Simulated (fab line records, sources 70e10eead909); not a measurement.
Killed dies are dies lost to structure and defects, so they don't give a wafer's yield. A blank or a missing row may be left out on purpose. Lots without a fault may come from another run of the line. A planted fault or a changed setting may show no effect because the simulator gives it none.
Tool commonality check | flow nand_harc | 2 lots, 6 wafers sampled

WHY IT WAS OPENED
At NHARC_END_SORT_01 the reading killed_at_array is flagged on 2 of 2 lots. Wafers without a fault read 27, standard deviation 12.
Rule: a lot is flagged when every wafer of it that has a number lies more than 4 standard deviations from that mean, or none has a number. The other lots count as sound.

lot  | measured     | on        | killed_at_array, wafer by wafer | flag
L916 | day 24 11:00 | prober-01 | 105 109 80                      | FLAGGED
L913 | day 24 12:33 | prober-02 | 101 98 110                      | FLAGGED
The numbers of the flagged lots are 100 on average: +74 against the usual, or +6 standard deviations.

WHICH TOOL RAN EACH LOT
The record holds 3 process steps before the reading, out of a route of 1159 steps. In each cell: the tool, then ch and the chambers that the sampled wafers went through, then the start.
lot  | flag    | NHARC_A_CONTACT_ETCH_90            | NHARC_A_BONDPAD_ANNEAL_28        | NHARC_THIN_TSV_ETCHBACK_48
L916 | FLAGGED | rie_diel-08 ch 0,2,3, day 20 19:07 | rtp_anneal-02 ch 0, day 23 06:40 | rie_diel-01 ch 2,3, day 23 22:56
L913 | FLAGGED | rie_diel-08 ch 0,3, day 20 18:35   | rtp_anneal-02 ch 0, day 23 06:10 | rie_diel-01 ch 0,1,3, day 23 22:02
What these steps do:
- NHARC_A_CONTACT_ETCH_90: etches the open film in CH3F/O2, target depth 40 nm, time 85.7 s.
- NHARC_A_BONDPAD_ANNEAL_28: time 90 s.
- NHARC_THIN_TSV_ETCHBACK_48: etches the open film in C4F8/Ar, target depth 1028.5 nm, time 405.17 s.
- NHARC_END_SORT_01

FLAGGED OVER TOTAL, TOOL BY TOOL (the gauges that took the reading come last)
step                       | tool          | lots run | flagged | share of the flagged lots | sound lots run after its first flagged lot
NHARC_A_CONTACT_ETCH_90    | rie_diel-08   | 2        | 2       | all                       | 0
NHARC_A_BONDPAD_ANNEAL_28  | rtp_anneal-02 | 2        | 2       | all                       | 0
NHARC_THIN_TSV_ETCHBACK_48 | rie_diel-01   | 2        | 2       | all                       | 0
NHARC_END_SORT_01          | prober-01     | 1        | 1       | some                      | 0
NHARC_END_SORT_01          | prober-02     | 1        | 1       | some                      | 0

WHAT THE TABLE ALLOWS
3 rows of the table ran every flagged lot: rie_diel-08 at NHARC_A_CONTACT_ETCH_90, rtp_anneal-02 at NHARC_A_BONDPAD_ANNEAL_28, rie_diel-01 at NHARC_THIN_TSV_ETCHBACK_48.
- rie_diel-08 at NHARC_A_CONTACT_ETCH_90: 2 of its 2 lots flagged. It ran no sound lot before its first flagged lot in this sample, so the start can't be narrowed down.
- rtp_anneal-02 at NHARC_A_BONDPAD_ANNEAL_28: 2 of its 2 lots flagged. It ran no sound lot before its first flagged lot in this sample, so the start can't be narrowed down.
- rie_diel-01 at NHARC_THIN_TSV_ETCHBACK_48: 2 of its 2 lots flagged. It ran no sound lot before its first flagged lot in this sample, so the start can't be narrowed down.
Counting lots can't tell these 3 tools apart, because each fits a fault that began at some hour. More lots, or a look at what each step does to the wafer, might.

WHAT THE SIMULATOR HAD PUT IN
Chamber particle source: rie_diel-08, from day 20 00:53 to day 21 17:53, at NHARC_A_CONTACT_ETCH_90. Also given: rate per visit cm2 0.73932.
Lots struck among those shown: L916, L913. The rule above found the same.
